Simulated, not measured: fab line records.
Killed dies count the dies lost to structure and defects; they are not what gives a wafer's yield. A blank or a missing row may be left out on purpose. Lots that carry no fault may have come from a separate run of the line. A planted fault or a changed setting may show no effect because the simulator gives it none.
fab line records | flow n5Finfet
[record] lots = 6 | wafers = 18 | lastDay = 17
route steps=1938 shown BEOL_M2@878 BEOL_M4@1111
lots that met no fault: from a run of the same line without faults
startH: hours from the record's opening day to when the first of the lot's shown wafers began | waitH: hours from the lot's prior step to this one | " as in the row above | L1.1+2: several wafers, shown together as one row | - value missing, or start not given | * or withheld: withheld | < > ~ a bound
route shown NAME@n: a module of which the file shows steps, and the number in the route of the first | usual: mean/standard deviation taken from wafers without a fault | same: alike in all rows | chamber/n: place in a boat | sites: each site's reading | _std_site: standard deviation of those values | _edge_site: mean of outer sites minus mean of inner sites | radiusMm: for every site, how far away it sits from the centre of the wafer | mask NAME#n: copy n | behind: the tool/chamber that last shaped the wafer | hold: reason for holding the lot/hours on hold/outcome of the hold | device: names the non-switching transistor (n, p or np) | end of line: the route-end tests of the same wafers | for a step that has no rows: nothing shown but its recipe | killed: dies that structure and defects cost at the first sort, which is not the same as the wafer's yield | map: dies across one wafer; x = killed, . = not, _ = none there
set.NAME: the setting that was run; set.NAME@STEP: the one run at that earlier step | model.NAME: the simulator's own value behind a step, which no gauge read
lots seen at some steps along the route; tables by step, rows by wafer
services: a tool's chamber out of use, with start hour (startH, from the record's first day; less than 0 if before it), hours out, and reason
[[steps]]
[step N5_BEOL_M2_INSPECT_30]
[recipe] mode = adi | inspectInstrument = brightfield
[usual] rawDefectCount = 419/94
lot.wafer | tool             | chamber | startH | waitH | rawDefectCount
L512.1    | defectInspect-02 | -       | 177.07 | 0.1   | 632
L512.3    | "                | -       | "      | "     | 385
L512.4    | "                | -       | "      | "     | 338
L514.1    | defectInspect-02 | -       | 189.18 | 0.1   | 427
L514.2    | "                | -       | "      | "     | 387
L514.3    | "                | -       | "      | "     | 364
L517.2    | defectInspect-02 | -       | 224.47 | 0.0   | 402
L517.3    | "                | -       | "      | "     | 558
L517.5    | "                | -       | "      | "     | 570
L523.2    | defectInspect-02 | -       | 244.15 | 0.0   | 463
L523.3    | "                | -       | "      | "     | 460
L523.6    | "                | -       | "      | "     | 511
L525.1    | defectInspect-01 | -       | 264.65 | 0.1   | 340
L525.4    | "                | -       | "      | "     | 384
L525.5    | "                | -       | "      | "     | 320
L528.1    | defectInspect-01 | -       | 281.26 | 0.1   | 410
L528.4    | "                | -       | "      | "     | 349
L528.6    | "                | -       | "      | "     | 428
[step N5_BEOL_M2_DESCUM_33]
[recipe] chemistry = O2 | timeS = 7 | sourcePowerW = 50 | biasPowerW = 20 | pressureMtorr = 20 | rfFrequencyHz = 2.712e+07 | tempC = 40 | resist = CAR-EUV | o2FlowSccm = 225
[step N5_BEOL_M2_ETCH_77]
[recipe] chemistry = N2/H2 | target = underlayer | targetDepthA = 65 | maskMaterial = CAR-EUV | timeS = 5.2 | ionEnergyEv = 200 | pressureMtorr = 30 | sourceW = 840 | biasW = 150 | n2FlowSccm = 200 | h2FlowSccm = 200 | ends = cleared
[step N5_BEOL_M2_ETCH_69]
[recipe] chemistry = CF4 | target = SiARC | targetDepthA = 156 | maskMaterial = CAR-EUV | timeS = 26 | ionEnergyEv = 80 | pressureMtorr = 40 | sourceW = 545 | biasW = 36 | Ar_flow_sccm = 100 | cf4FlowSccm = 100 | ends = cleared
[step N5_BEOL_M2_ALD_98]
[recipe] material = SiO2 | targetThkA = 25 | tempC = 100 | aldPrecursorFamily = BDEAS | aldCoReactant = O2-plasma | pulseTimeS = 1 | coReactantPulseTimeS = 1 | purgeTimeS = 2 | coReactantPurgeTimeS = 2 | aldCycles = 17 | pressureTorr = 2
[step N5_BEOL_M2_ETCHBACK_99]
[recipe] chemistry = CHF3 | target = SiO2 | targetDepthA = 50 | timeS = 10.4 | sourceW = 215 | biasW = 47 | Ar_flow_sccm = 200 | CHF3_flow_sccm = 12 | ionEnergyEv = 100 | pressureMtorr = 30
[usual] CHF3_flow_sccm = 12.00/0.04 | drypumpMotorCurrentA = 5.6/0.42 | oesProductAu = 0.81/0.085 | rfVppV = 241/4.7 | showerheadPlenumPTorr = 2.16/0.062 | throttleValvePct = 17.02/0.19
lot.wafer | tool       | chamber | startH | waitH | CHF3_flow_sccm | drypumpMotorCurrentA | oesProductAu | rfHoursCounterH | rfVppV | showerheadPlenumPTorr | throttleValvePct
L512.1    | rieDiel-01 | 1       | 178.00 | 0.7   | 12.04          | 6.1                  | 0.83         | 82              | 240    | 2.18                  | 17.10
L512.3    | "          | 3       | "      | "     | 12.05          | 5.6                  | 0.68         | 223             | 243    | 2.22                  | 17.30
L512.4    | "          | 0       | "      | "     | 12.01          | 5.4                  | 0.86         | 65              | 235    | 2.17                  | 16.82
L514.1    | rieDiel-06 | 2       | 189.62 | 0.2   | 11.98          | 5.3                  | 0.85         | 57              | 245    | 2.25                  | 16.78
L514.2    | "          | 3       | "      | "     | 12.02          | 5.1                  | 0.97         | 0               | 247    | 2.22                  | 16.94
L514.3    | "          | 0       | "      | "     | 11.96          | 5.3                  | 0.75         | 163             | 240    | 2.14                  | 17.20
L517.2    | rieDiel-01 | 0       | 228.81 | 4.1   | 11.90          | 5.4                  | 0.85         | 82              | 235    | 2.16                  | 16.83
L517.3    | "          | 1       | "      | "     | 12.00          | 6.1                  | 0.82         | 99              | 239    | 2.18                  | 17.12
L517.5    | "          | 3       | "      | "     | 11.98          | 5.6                  | 0.67         | -               | 243    | 2.21                  | 17.31
L523.2    | rieDiel-06 | 3       | 249.65 | 4.2   | 11.97          | 5.1                  | 0.93         | 13              | 247    | 2.21                  | 16.98
L523.3    | "          | 2       | "      | "     | 11.98          | 5.2                  | 0.82         | 78              | 246    | 2.25                  | 16.84
L523.6    | "          | 2       | "      | "     | 11.93          | 5.3                  | 0.82         | -               | 244    | 2.25                  | 16.80
L525.1    | rieDiel-06 | 0       | 273.35 | 8.4   | 11.97          | 5.4                  | 0.71         | 194             | 240    | 2.13                  | 17.26
L525.4    | "          | 2       | "      | "     | 12.02          | 5.3                  | 0.82         | 86              | 245    | 2.24                  | 16.83
L525.5    | "          | 1       | "      | "     | 12.08          | 6.1                  | 0.68         | -               | 237    | 2.04                  | 17.24
L528.1    | rieDiel-01 | 1       | 284.91 | 3.4   | 12.05          | 6.1                  | 0.80         | 119             | 239    | 2.17                  | 17.15
L528.4    | "          | 2       | "      | "     | 12.01          | 4.9                  | 0.88         | -               | 248    | 2.18                  | 16.85
L528.6    | "          | 0       | "      | "     | 12.01          | 5.4                  | 0.82         | -               | 234    | 2.15                  | 16.89
[step N5_BEOL_M2_ETCH_70]
[recipe] chemistry = N2/H2 | target = SOC | targetDepthA = 800 | overetchA = 240 | maskMaterial = SiARC | tempC = 40 | timeS = 130 | ionEnergyEv = 200 | pressureMtorr = 30 | sourceW = 840 | biasW = 150 | n2FlowSccm = 200 | h2FlowSccm = 200
[usual] biasW = 150.1/0.45 | drypumpMotorCurrentA = 5.6/0.42 | oesProductAu = 0.59/0.058 | rfVppV = 524.4/2.2 | showerheadPlenumPTorr = 2.56/0.078 | throttleValvePct = 17.80/0.2
lot.wafer | tool       | chamber | startH | waitH | biasW | drypumpMotorCurrentA | oesProductAu | rfHoursCounterH | rfVppV | showerheadPlenumPTorr | throttleValvePct
L512.1    | rieDiel-01 | 1       | 178.04 | 0.0   | 149.8 | 6.1                  | 0.60         | 82              | 523.3  | 2.55                  | 17.70
L512.3    | "          | 3       | "      | "     | 149.8 | 5.6                  | 0.51         | 223             | 526.9  | 2.61                  | 18.01
L512.4    | "          | 0       | "      | "     | 149.3 | 5.4                  | 0.63         | 65              | 525.6  | 2.56                  | 17.57
L514.1    | rieDiel-06 | 2       | 189.66 | 0.0   | 150.7 | 5.3                  | 0.63         | 57              | 527.3  | 2.69                  | 17.65
L514.2    | "          | 3       | "      | "     | 150.8 | 5.1                  | 0.72         | 0               | 525.6  | 2.60                  | 17.57
L514.3    | "          | 0       | "      | "     | 149.3 | 5.4                  | 0.56         | 163             | 523.1  | 2.55                  | 18.12
L517.2    | rieDiel-01 | 0       | 228.84 | 0.0   | 150.3 | 5.4                  | 0.62         | 82              | 526.3  | 2.55                  | 17.60
L517.3    | "          | 1       | "      | "     | 149.7 | 6.1                  | 0.60         | 99              | 525.8  | 2.54                  | 17.74
L517.5    | "          | 3       | "      | "     | 150.5 | 5.6                  | 0.50         | -               | 525.4  | 2.61                  | 18.05
L523.2    | rieDiel-06 | 3       | 249.68 | 0.0   | 149.8 | 5.1                  | 0.69         | 13              | 525.2  | 2.59                  | 17.59
L523.3    | "          | 2       | "      | "     | 149.6 | 5.3                  | 0.61         | 78              | 527.6  | 2.68                  | 17.69
L523.6    | "          | 2       | "      | "     | 150.3 | 5.3                  | 0.61         | -               | 526.5  | 2.68                  | 17.70
L525.1    | rieDiel-06 | 0       | 273.39 | 0.0   | 149.7 | 5.3                  | 0.53         | 194             | 523.4  | 2.54                  | 18.18
L525.4    | "          | 2       | "      | "     | 150.1 | 5.3                  | 0.60         | 86              | 527.9  | 2.68                  | 17.68
L525.5    | "          | 1       | "      | "     | 150.5 | 6.1                  | 0.50         | -               | 519.6  | 2.39                  | 18.01
L528.1    | rieDiel-01 | 1       | 284.95 | 0.0   | 150.5 | 6.1                  | 0.59         | 119             | 525.0  | 2.53                  | 17.77
L528.4    | "          | 2       | "      | "     | 150.6 | 4.9                  | 0.63         | -               | 523.8  | 2.58                  | 17.65
L528.6    | "          | 0       | "      | "     | 149.9 | 5.4                  | 0.60         | -               | 523.9  | 2.55                  | 17.63
[step N5_BEOL_M2_STRIP_71]
[recipe] chemistry = N2/H2 | tempC = 40 | n2FlowSccm = 200 | h2FlowSccm = 200 | rfFrequencyHz = 6e+07
[step N5_BEOL_M2_STRIP_78]
[recipe] chemistry = N2/H2 | tempC = 40 | n2FlowSccm = 200 | h2FlowSccm = 200 | rfFrequencyHz = 6e+07
[step N5_BEOL_M2_VIA_ETCH_34]
[recipe] chemistry = C4F6/O2 | targetDepthA = 694 | maskMaterial = SOC | pressureMtorr = 15 | ionEnergyEv = 250 | taperDeg = 4 | timeS = 65.9 | sourceW = 350 | biasW = 170 | Ar_flow_sccm = 300 | C4F6_flow_sccm = 10 | O2_flow_sccm = 10
[usual] C4F6_flow_sccm = 10.003/0.027 | biasW = 169.9/0.49 | drypumpMotorCurrentA = 5.6/0.42 | oesProductAu = 0.81/0.084 | rfVppV = 666/13 | showerheadPlenumPTorr = 2.85/0.078 | throttleValvePct = 30.75/0.22
lot.wafer | tool       | chamber | startH | waitH | C4F6_flow_sccm | biasW | drypumpMotorCurrentA | oesProductAu | rfHoursCounterH | rfVppV | showerheadPlenumPTorr | throttleValvePct
L512.1    | rieDiel-01 | 1       | 178.14 | 0.0   | 9.980          | 169.6 | 6.1                  | 0.84         | 82              | 663    | 2.88                  | 30.98
L512.3    | "          | 3       | "      | "     | 9.968          | 169.5 | 5.6                  | 0.69         | 223             | 673    | 2.92                  | 30.95
L512.4    | "          | 0       | "      | "     | 10.034         | 169.9 | 5.4                  | 0.87         | 65              | 648    | 2.86                  | 30.44
L514.1    | rieDiel-06 | 2       | 189.77 | 0.0   | 10.011         | 170.0 | 5.3                  | 0.86         | 57              | 677    | 2.97                  | 30.39
L514.2    | "          | 3       | "      | "     | 9.990          | 169.9 | 5.1                  | 0.98         | 0               | 683    | 2.92                  | 30.98
L514.3    | "          | 0       | "      | "     | 9.973          | 169.9 | 5.3                  | 0.75         | 163             | 662    | 2.83                  | 30.97
L517.2    | rieDiel-01 | 0       | 228.95 | 0.0   | 9.947          | 169.6 | 5.4                  | 0.84         | 82              | 648    | 2.85                  | 30.44
L517.3    | "          | 1       | "      | "     | 10.017         | 170.7 | 6.1                  | 0.82         | 99              | 663    | 2.87                  | 30.99
L517.5    | "          | 3       | "      | "     | 10.015         | 169.4 | 5.6                  | 0.67         | -               | 673    | 2.92                  | 30.96
L523.2    | rieDiel-06 | 3       | 249.79 | 0.0   | 10.003         | 170.4 | 5.1                  | 0.93         | 13              | 683    | 2.92                  | 30.98
L523.3    | "          | 2       | "      | "     | 9.987          | 169.7 | 5.3                  | 0.83         | 78              | 675    | 2.96                  | 30.42
L523.6    | "          | 2       | "      | "     | 10.016         | 169.3 | 5.3                  | 0.83         | -               | 677    | 2.96                  | 30.42
L525.1    | rieDiel-06 | 0       | 273.49 | 0.0   | 10.035         | 169.3 | 5.3                  | 0.72         | 194             | 660    | 2.81                  | 31.01
L525.4    | "          | 2       | "      | "     | 9.973          | 169.6 | 5.3                  | 0.81         | 86              | 676    | 2.96                  | 30.43
L525.5    | "          | 1       | "      | "     | 10.000         | 169.7 | 6.1                  | 0.69         | -               | 651    | 2.70                  | 30.93
L528.1    | rieDiel-01 | 1       | 285.06 | 0.0   | 10.023         | 170.0 | 6.1                  | 0.79         | 119             | 662    | 2.86                  | 31.04
L528.4    | "          | 2       | "      | "     | 10.002         | 170.3 | 4.9                  | 0.87         | -               | 686    | 2.88                  | 30.61
L528.6    | "          | 0       | "      | "     | 10.023         | 169.4 | 5.4                  | 0.81         | -               | 647    | 2.84                  | 30.46
[step N5_BEOL_M2_STRIP_83]
[recipe] chemistry = C4F6/O2 | resist = SiARC | rfFrequencyHz = 6e+07
[step N5_BEOL_M2_STRIP_36]
[recipe] chemistry = N2/H2 | powerW = 450 | tempC = 40 | pressureMtorr = 20 | rfFrequencyHz = 6e+07 | overashFraction = 0.3 | biasPowerW = 7 | h2Frac = 0.5 | n2FlowSccm = 200 | h2FlowSccm = 200
[usual] drypumpMotorCurrentA = 5.6/0.42 | oesProductAu = 0.81/0.082 | powerW = 449.9/1.4 | rfVppV = 59.2/1.4 | showerheadPlenumPTorr = 2.55/0.078 | throttleValvePct = 23.68/0.21
[same] overashFraction = 0.3
lot.wafer | tool       | chamber | startH | waitH | drypumpMotorCurrentA | oesProductAu | powerW | rfHoursCounterH | rfVppV | showerheadPlenumPTorr | throttleValvePct
L512.1    | rieDiel-01 | 1       | 178.20 | 0.0   | 6.1                  | 0.84         | 450.6  | 82              | 59.3   | 2.55                  | 23.55
L512.3    | "          | 3       | "      | "     | 5.6                  | 0.68         | 450.8  | 223             | 61.8   | 2.61                  | 23.77
L512.4    | "          | 0       | "      | "     | 5.4                  | 0.86         | 448.9  | 65              | 60.8   | 2.56                  | 23.40
L514.1    | rieDiel-06 | 2       | 189.83 | 0.0   | 5.3                  | 0.86         | 448.9  | 57              | 59.0   | 2.68                  | 23.54
L514.2    | "          | 3       | "      | "     | 5.1                  | 0.97         | 451.2  | 0               | 61.3   | 2.59                  | 23.53
L514.3    | "          | 0       | "      | "     | 5.4                  | 0.73         | 447.5  | 163             | 55.8   | 2.55                  | 24.13
L517.2    | rieDiel-01 | 0       | 229.01 | 0.0   | 5.4                  | 0.83         | 451.3  | 82              | 58.5   | 2.55                  | 23.45
L517.3    | "          | 1       | "      | "     | 6.1                  | 0.81         | 449.5  | 99              | 57.8   | 2.54                  | 23.59
L517.5    | "          | 3       | "      | "     | 5.6                  | 0.67         | 451.2  | -               | 57.4   | 2.60                  | 23.79
L523.2    | rieDiel-06 | 3       | 249.85 | 0.0   | 5.1                  | 0.91         | 447.7  | 13              | 61.0   | 2.59                  | 23.52
L523.3    | "          | 2       | "      | "     | 5.3                  | 0.84         | 448.4  | 78              | 56.9   | 2.67                  | 23.56
L523.6    | "          | 2       | "      | "     | 5.3                  | 0.82         | 450.4  | -               | 59.3   | 2.67                  | 23.57
L525.1    | rieDiel-06 | 0       | 273.55 | 0.0   | 5.3                  | 0.72         | 449.5  | 194             | 59.3   | 2.54                  | 24.17
L525.4    | "          | 2       | "      | "     | 5.2                  | 0.82         | 450.0  | 86              | 63.2   | 2.67                  | 23.57
L525.5    | "          | 1       | "      | "     | 6.2                  | 0.69         | 450.9  | -               | 57.6   | 2.39                  | 23.94
L528.1    | rieDiel-01 | 1       | 285.12 | 0.0   | 6.1                  | 0.80         | 450.1  | 119             | 59.9   | 2.53                  | 23.57
L528.4    | "          | 2       | "      | "     | 4.9                  | 0.86         | 449.8  | -               | 58.7   | 2.58                  | 23.53
L528.6    | "          | 0       | "      | "     | 5.4                  | 0.80         | 451.6  | -               | 61.1   | 2.54                  | 23.46
[step N5_BEOL_M2_TRENCH_ETCH_37]
[recipe] chemistry = C4F6/O2 | targetDepthA = 555.55 | target = SiOC | timeS = 29.2 | ionEnergyEv = 250 | pressureMtorr = 30 | sourceW = 355 | biasW = 185 | Ar_flow_sccm = 300 | C4F6_flow_sccm = 10 | O2_flow_sccm = 10
[usual] C4F6_flow_sccm = 10.00/0.031 | biasW = 185.0/0.54 | drypumpMotorCurrentA = 5.6/0.42 | oesProductAu = 0.81/0.084 | rfVppV = 666/13 | showerheadPlenumPTorr = 2.86/0.078 | throttleValvePct = 20.82/0.19
lot.wafer | tool       | chamber | startH | waitH | C4F6_flow_sccm | biasW | drypumpMotorCurrentA | oesProductAu | rfHoursCounterH | rfVppV | showerheadPlenumPTorr | throttleValvePct
L512.1    | rieDiel-01 | 1       | 178.24 | -     | 10.04          | 184.8 | 6.1                  | 0.83         | 82              | 661    | 2.89                  | 20.94
L512.3    | "          | 3       | "      | "     | 10.00          | 184.4 | 5.6                  | 0.68         | 223             | 673    | 2.93                  | 21.08
L512.4    | "          | 0       | "      | "     | 10.03          | 184.7 | 5.4                  | 0.88         | 65              | 648    | 2.86                  | 20.61
L514.1    | rieDiel-06 | 2       | 189.87 | -     | 9.99           | 184.2 | 5.2                  | 0.86         | 57              | 678    | 2.98                  | 20.56
L514.2    | "          | 3       | "      | "     | 9.96           | 185.3 | 5.1                  | 0.98         | 0               | 685    | 2.93                  | 20.82
L514.3    | "          | 0       | "      | "     | 9.98           | 184.9 | 5.4                  | 0.74         | 163             | 661    | 2.83                  | 21.00
L517.2    | rieDiel-01 | 0       | 229.05 | -     | 10.02          | 185.8 | 5.4                  | 0.84         | 82              | 647    | 2.86                  | 20.63
L517.3    | "          | 1       | "      | "     | 10.02          | 185.5 | 6.1                  | 0.82         | 99              | 661    | 2.88                  | 20.97
L517.5    | "          | 3       | "      | "     | 10.01          | 184.9 | 5.6                  | 0.67         | -               | 674    | 2.92                  | 21.10
L523.2    | rieDiel-06 | 3       | 249.89 | -     | 9.97           | 193.6 | 5.1                  | 0.95         | 13              | 708    | 2.92                  | 20.84
L523.3    | "          | 2       | "      | "     | 10.00          | 193.7 | 5.3                  | 0.83         | 78              | 701    | 2.97                  | 20.59
L523.6    | "          | 2       | "      | "     | 10.02          | 194.0 | 5.3                  | 0.84         | -               | 700    | 2.97                  | 20.59
L525.1    | rieDiel-06 | 0       | 273.59 | -     | 9.96           | 194.3 | 5.4                  | 0.73         | 194             | 685    | 2.82                  | 21.04
L525.4    | "          | 2       | "      | "     | 10.02          | 193.5 | 5.3                  | 0.82         | 86              | 700    | 2.96                  | 20.59
L525.5    | "          | 1       | "      | "     | 9.98           | 193.9 | 6.1                  | 0.69         | -               | 675    | 2.70                  | 21.01
L528.1    | rieDiel-01 | 1       | 285.16 | -     | 9.98           | 185.2 | 6.1                  | 0.80         | 119             | 660    | 2.87                  | 20.99
L528.4    | "          | 2       | "      | "     | 9.94           | 185.6 | 4.9                  | 0.87         | -               | 686    | 2.88                  | 20.65
L528.6    | "          | 0       | "      | "     | 10.03          | 185.1 | 5.4                  | 0.82         | -               | 646    | 2.85                  | 20.65
[step N5_BEOL_M2_ETCH_41]
[recipe] chemistry = CH3F/O2 | target = SiCN | targetDepthA = 299 | taperDeg = 2 | timeS = 52.5 | ionEnergyEv = 120 | maskMaterial = TiN | pressureMtorr = 30 | sourceW = 395 | biasW = 75 | Ar_flow_sccm = 150 | CH3F_flow_sccm = 30 | O2_flow_sccm = 20
[usual] biasW = 74.99/0.22 | drypumpMotorCurrentA = 5.6/0.42 | oesProductAu = 0.81/0.084 | rfVppV = 297.6/1.5 | showerheadPlenumPTorr = 2.01/0.059 | throttleValvePct = 16.28/0.19
lot.wafer | tool       | chamber | startH | waitH | biasW | drypumpMotorCurrentA | oesProductAu | rfHoursCounterH | rfVppV | showerheadPlenumPTorr | throttleValvePct
L512.1    | rieDiel-01 | 1       | -      | -     | 74.93 | 6.1                  | 0.84         | 82              | 297.0  | 2.03                  | 16.33
L512.3    | "          | 3       | "      | "     | 74.37 | 5.6                  | 0.68         | 223             | 298.6  | 2.06                  | 16.59
L512.4    | "          | 0       | "      | "     | 74.91 | 5.4                  | 0.87         | 65              | 297.4  | 2.02                  | 16.07
L514.1    | rieDiel-06 | 2       | -      | -     | 74.98 | 5.3                  | 0.86         | 57              | 299.2  | 2.10                  | 16.05
L514.2    | "          | 3       | "      | "     | 74.99 | 5.1                  | 0.97         | 0               | 298.4  | 2.06                  | 16.18
L514.3    | "          | 0       | "      | "     | 74.71 | 5.3                  | 0.74         | 163             | 296.7  | 1.99                  | 16.46
L517.2    | rieDiel-01 | 0       | -      | -     | 74.90 | 5.4                  | 0.84         | 82              | 297.4  | 2.01                  | 16.13
L517.3    | "          | 1       | "      | "     | 74.60 | 6.1                  | 0.81         | 99              | 298.3  | 2.02                  | 16.36
L517.5    | "          | 3       | "      | "     | 74.84 | 5.6                  | 0.67         | -               | 299.6  | 2.06                  | 16.62
L523.2    | rieDiel-06 | 3       | -      | -     | 74.90 | 5.1                  | 0.93         | 13              | 298.3  | 2.06                  | 16.23
L523.3    | "          | 2       | "      | "     | 74.70 | 5.3                  | 0.82         | 78              | 299.4  | 2.09                  | 16.09
L523.6    | "          | 2       | "      | "     | 74.91 | 5.3                  | 0.82         | -               | 301.1  | 2.09                  | 16.08
L525.1    | rieDiel-06 | 0       | -      | -     | 74.72 | 5.3                  | 0.72         | 194             | 295.6  | 1.98                  | 16.53
L525.4    | "          | 2       | "      | "     | 75.13 | 5.3                  | 0.82         | 86              | 299.3  | 2.09                  | 16.10
L525.5    | "          | 1       | "      | "     | 74.81 | 6.1                  | 0.68         | -               | 294.4  | 1.89                  | 16.48
L528.1    | rieDiel-01 | 1       | -      | -     | 74.90 | 6.1                  | 0.80         | 119             | 296.1  | 2.01                  | 16.39
L528.4    | "          | 2       | "      | "     | 75.03 | 4.9                  | 0.87         | -               | 298.0  | 2.03                  | 16.12
L528.6    | "          | 0       | "      | "     | 75.22 | 5.4                  | 0.81         | -               | 297.2  | 2.01                  | 16.16
[step N5_BEOL_M4_RC_MEAS_101]
[usual] DIBL_N = 36.0/1.7 | DIBL_P = 36.2/2.3 | IOFF_N = 0.16/0.03 | IOFF_P = 0.21/0.036 | ION_N = 679/11 | ION_P = 465/7.1 | SS_N = 71.4/0.58 | SS_P = 73.3/0.75 | VT_N = 249/3.1 | VT_P = -251/3.5
lot.wafer | tool      | chamber | startH | waitH | DIBL_N[mV/V] | DIBL_P[mV/V] | IOFF_N[nA/um] | IOFF_P[nA/um] | ION_N[uA/um] | ION_P[uA/um] | SS_N[mV/dec] | SS_P[mV/dec] | VT_N[mV] | VT_P[mV]
L512.1    | prober-01 | 0       | 213.86 | 0.0   | 34.8         | 34.9         | 0.14          | 0.20          | 669          | 459          | 71.5         | 72.7         | 249      | -251
L512.3    | "         | 0       | "      | "     | 35.4         | 35.2         | 0.14          | 0.19          | 661          | 452          | 71.6         | 74.3         | 251      | -252
L512.4    | "         | 0       | "      | "     | 35.2         | 35.1         | 0.15          | 0.20          | 678          | 460          | 71.5         | 72.7         | 248      | -251
L514.1    | prober-01 | 0       | 230.08 | 0.0   | 33.1         | 33.0         | 0.10          | 0.15          | 653          | 456          | 70.4         | 72.3         | 257      | -254
L514.2    | "         | 0       | "      | "     | 36.4         | 37.6         | 0.16          | 0.21          | 667          | 462          | 71.3         | 74.3         | 252      | -252
L514.3    | "         | 0       | "      | "     | 37.3         | 38.6         | 0.17          | 0.24          | 679          | 468          | 71.8         | 74.1         | 250      | -249
L517.2    | prober-01 | 0       | 251.80 | 0.4   | 36.0         | 36.0         | 0.14          | 0.23          | 669          | 470          | 71.0         | 73.3         | 253      | -246
L517.3    | "         | 0       | "      | "     | 37.7         | 37.5         | 0.17          | 0.26          | 682          | 476          | 71.8         | 73.5         | 247      | -248
L517.5    | "         | 0       | "      | "     | 35.0         | 34.6         | 0.12          | 0.20          | 667          | 465          | 71.1         | 72.8         | 254      | -250
L523.2    | prober-02 | 0       | 280.38 | 0.2   | 33.9         | 34.4         | 0.11          | 0.18          | 665          | 461          | 70.8         | 72.9         | 252      | -251
L523.3    | "         | 0       | "      | "     | 38.7         | 39.9         | 0.19          | 0.25          | 700          | 474          | 72.0         | 74.0         | 248      | -247
L523.6    | "         | 0       | "      | "     | 34.8         | 34.9         | 0.13          | 0.17          | 672          | 462          | 70.9         | 72.3         | 253      | -253
L525.1    | prober-02 | 0       | 306.53 | 0.0   | 37.9         | 39.8         | 0.21          | 0.26          | 695          | 467          | 71.0         | 75.0         | 244      | -248
L525.4    | "         | 0       | "      | "     | 34.9         | 35.3         | 0.13          | 0.19          | 668          | 465          | 71.4         | 72.7         | 254      | -250
L525.5    | "         | 0       | "      | "     | 34.8         | 34.9         | 0.13          | 0.17          | 671          | 462          | 71.1         | 73.1         | 252      | -255
L528.1    | prober-01 | 0       | 316.23 | 0.0   | 35.8         | 36.5         | 0.16          | 0.20          | 687          | 467          | 71.9         | 73.4         | 248      | -253
L528.4    | "         | 0       | "      | "     | 39.2         | 39.4         | 0.20          | 0.24          | 691          | 462          | 72.5         | 74.7         | 247      | -251
L528.6    | "         | 0       | "      | "     | 34.0         | 33.5         | 0.12          | 0.16          | 667          | 455          | 71.1         | 72.7         | 251      | -255
[[services]]
tool       | chamber | startH | hours | kind
rieDiel-06 | 3       | 166.60 | -     | clean
rieDiel-06 | 3       | 166.60 | -     | consumableReplace:focusRing
rieDiel-06 | 3       | 225.92 | 16.6  | repair
rieDiel-01 | 3       | 263.49 | 2.6   | repair
rieDiel-01 | 3       | 266.36 | -     | clean
rieDiel-01 | 3       | 266.36 | -     | consumableReplace:focusRing
rieDiel-01 | 3       | 266.36 | 24.7  | scheduledDown
rieDiel-01 | 3       | 266.36 | 24.7  | ventCycle
[[key]]
[firstSign] step = N5_BEOL_M2_TRENCH_ETCH_37 | reading = biasW | direction = up | sigmas = 16 | usual = * | struck = *
[effect] step = N5_BEOL_M2_TRENCH_ETCH_37 | reading = rfVppV | direction = up | sigmas = 2.2 | usual = 666 | struck = 695
metAt N5_BEOL_M2_TRENCH_ETCH_37
struckWafers L523.2,L523.3,L523.6,L525.1,L525.4,L525.5
onsetBetween 189.87 249.89
[fault] kind = processParameterDrift | tool = rieDiel-06 | chamber = - | onsetH = 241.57 | steps = N5_BEOL_M2_TRENCH_ETCH_37 | channel = biasW | offset = * | shape = step | endH = 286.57 | actsIn = * | stated = *
